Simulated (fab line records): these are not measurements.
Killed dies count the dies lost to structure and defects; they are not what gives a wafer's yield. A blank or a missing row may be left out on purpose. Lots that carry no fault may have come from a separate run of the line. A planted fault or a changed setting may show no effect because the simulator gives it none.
Chamber matching || flow n5-finfet || N5_PASSIVATION_PECVD_00 on pecvd-01 has 3 sister chambers
The step deposits SiO2 from SiH4/N2O, target thk 200 nm, time 11.2 s. 6 wafers are shown with their chamber, then 6 later ones without.

WAFERS PAIRED WITH THEIR CHAMBERS
{"wafer": "L673.3", "chamber": 1, "showerhead-plenum-p-Torr (Torr)": 8.30, "throttle-valve-pct (%)": 52}
{"wafer": "L673.6", "chamber": 2, "showerhead-plenum-p-Torr (Torr)": 8.10, "throttle-valve-pct (%)": 50}
{"wafer": "L674.1", "chamber": 2, "showerhead-plenum-p-Torr (Torr)": 8.12, "throttle-valve-pct (%)": 49}
{"wafer": "L674.2", "chamber": 1, "showerhead-plenum-p-Torr (Torr)": 8.32, "throttle-valve-pct (%)": 52}
{"wafer": "L678.1", "chamber": 0, "showerhead-plenum-p-Torr (Torr)": 8.35, "throttle-valve-pct (%)": 49}
{"wafer": "L678.4", "chamber": 0, "showerhead-plenum-p-Torr (Torr)": 8.35, "throttle-valve-pct (%)": 49}

WAFERS WITHOUT THEIR CHAMBER
{"wafer": "L678.5", "showerhead-plenum-p-Torr (Torr)": 8.31, "throttle-valve-pct (%)": 52}
{"wafer": "L677.4", "showerhead-plenum-p-Torr (Torr)": 8.13, "throttle-valve-pct (%)": 49}
{"wafer": "L677.5", "showerhead-plenum-p-Torr (Torr)": 8.15, "throttle-valve-pct (%)": 50}
{"wafer": "L681.1", "showerhead-plenum-p-Torr (Torr)": 8.37, "throttle-valve-pct (%)": 49}
{"wafer": "L681.3", "showerhead-plenum-p-Torr (Torr)": 8.13, "throttle-valve-pct (%)": 49}
{"wafer": "L681.6", "showerhead-plenum-p-Torr (Torr)": 8.13, "throttle-valve-pct (%)": 50}

WHICH CHAMBER EACH ONE RAN IN
{"wafer": "L678.5", "from the rows above": 1, "in truth": 1}
{"wafer": "L677.4", "from the rows above": 2, "in truth": 2}
{"wafer": "L677.5", "from the rows above": 2, "in truth": 2}
{"wafer": "L681.1", "from the rows above": 0, "in truth": 0}
{"wafer": "L681.3", "from the rows above": 2, "in truth": 2}
{"wafer": "L681.6", "from the rows above": 2, "in truth": 2}
6 of 6 placed correctly. Can't be placed from these rows: 0. Wrongly placed: 0.
How it was worked out, from the rows above alone: a wafer's distance from a chamber is the root of the sum, over the readings, of the square of ((its reading less the chamber's mean) divided by the reading's scatter). The wafer belongs to the nearest chamber; if the next one is less than 2 further off, it can't be placed. A chamber's mean is the mean of its shown wafers. The scatter: take each reading less its chamber's mean, square it, sum over the shown wafers, divide by the number of wafers less the number of chambers, and take the root.
